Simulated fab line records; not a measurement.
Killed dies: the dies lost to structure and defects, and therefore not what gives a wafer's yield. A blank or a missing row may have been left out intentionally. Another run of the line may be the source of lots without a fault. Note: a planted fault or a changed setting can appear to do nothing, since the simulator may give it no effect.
The tool behind it: which one?    flow n5-finfet    10 lots, 29 wafers sampled, at 2 steps of a route of 1938

== WHAT THE GAUGES READ, wafer by wafer ==
N5_BEOL_M12_CD_MEAS_28 targets a cd of 160.2 nm. Usual: 160.2 nm for cd-nm, sd 1.8.
lot   measured      on         cd-nm (nm)         flag
L539  day 10 23:22  cd-sem-03  158.5 159.8 163.0  
L543  day 11 13:25  cd-sem-03  159.6 158.9 159.2  
L545  day 11 23:08  cd-sem-03  161.8 162.6 162.3  
L546  day 12 03:06  cd-sem-03  159.0 160.3 158.6  
L547  day 12 03:30  cd-sem-01  159.5 161.6 157.8  
L548  day 12 13:04  cd-sem-02  161.5 160.1 159.0  
L549  day 13 03:29  cd-sem-02  159.6 160.0 158.0  
L550  day 13 06:41  cd-sem-02  162.4 162.8 158.9  
L551  day 13 16:54  cd-sem-01  159.6 160.2        
L561  day 16 04:27  cd-sem-02  159.5 158.5 156.6  

== TOOL THAT RAN EACH LOT (tool first, then ch and the chambers of the sampled wafers, then the start) ==
lot   N5_BEOL_M12_DESCUM_15
L539  rie-diel-05 ch 1,2,3, day 10 22:32
L543  rie-diel-02 ch 0,1,3, day 11 12:28
L545  rie-diel-05 ch 1,3, day 11 22:19
L546  rie-diel-06 ch 0,2, day 12 02:09
L547  rie-diel-06 ch 0,1, day 12 02:40
L548  rie-diel-06 ch 0,1,3, day 12 12:14
L549  rie-diel-05 ch 1,2,3, day 13 02:40
L550  rie-diel-06 ch 1,3, day 13 05:44
L551  rie-diel-02 ch 0,3, day 13 16:05
L561  rie-diel-06 ch 0,1,2, day 16 03:30
- N5_BEOL_M12_DESCUM_15: chemistry O2, time 7.9 s.

== WHAT THE TOOLS THEMSELVES READ (means of the sampled wafers that have a number; where no wafer has one, the mark that the record gives instead) ==
N5_BEOL_M12_DESCUM_15. Usual: drypump-motor-current-A 5.6 A, standard deviation 0.56; oes-product-au 0.83 a.u., standard deviation 0.08; rf-vpp-V 243.3 V, standard deviation 1.3; showerhead-plenum-p-Torr 2.11 Torr, standard deviation 0.08; throttle-valve-pct 20.28 %, standard deviation 0.3.
lot   tool         drypump-motor-current-A (A)  oes-product-au (a.u.)  rf-vpp-V (V)  showerhead-plenum-p-Torr (Torr)  throttle-valve-pct (%)  flag
L539  rie-diel-05  5.3                          0.86                   242.5         2.07                             20.10                   
L543  rie-diel-02  5.8                          0.75                   243.3         2.09                             20.29                   
L545  rie-diel-05  5.0                          0.87                   243.0         2.05                             19.93                   
L546  rie-diel-06  5.9                          0.74                   241.4         2.06                             20.80                   
L547  rie-diel-06  5.0                          0.88                   243.5         2.16                             20.09                   
L548  rie-diel-06  5.6                          0.82                   244.1         2.15                             20.36                   
L549  rie-diel-05  5.3                          0.82                   242.9         2.06                             20.12                   
L550  rie-diel-06  6.1                          0.75                   243.2         2.13                             20.62                   
L551  rie-diel-02  5.8                          0.77                   243.4         2.05                             20.19                   
L561  rie-diel-06  5.5                          0.86                   244.4         2.16                             20.38                   

== THE ANSWER, worked out from the rows above alone ==
Rule: a lot counts as off when the mean over its wafers that have a number is more than 3 standard deviations away from the usual mean. A lot without any number at a reading at which 4 lots or more have one is off too. The other lots that the step has rows for count as sound. First the gauges in route order, then the tools' own readings, where a lot's mean is used as printed above. At the first step where some lot is off, the reading lying furthest off is the one used; lots without a number count as furthest.
Across all readings shown, no lot is off: no conclusion can be drawn from this.

== WHAT HAD BEEN PUT IN BY THE SIMULATOR ==
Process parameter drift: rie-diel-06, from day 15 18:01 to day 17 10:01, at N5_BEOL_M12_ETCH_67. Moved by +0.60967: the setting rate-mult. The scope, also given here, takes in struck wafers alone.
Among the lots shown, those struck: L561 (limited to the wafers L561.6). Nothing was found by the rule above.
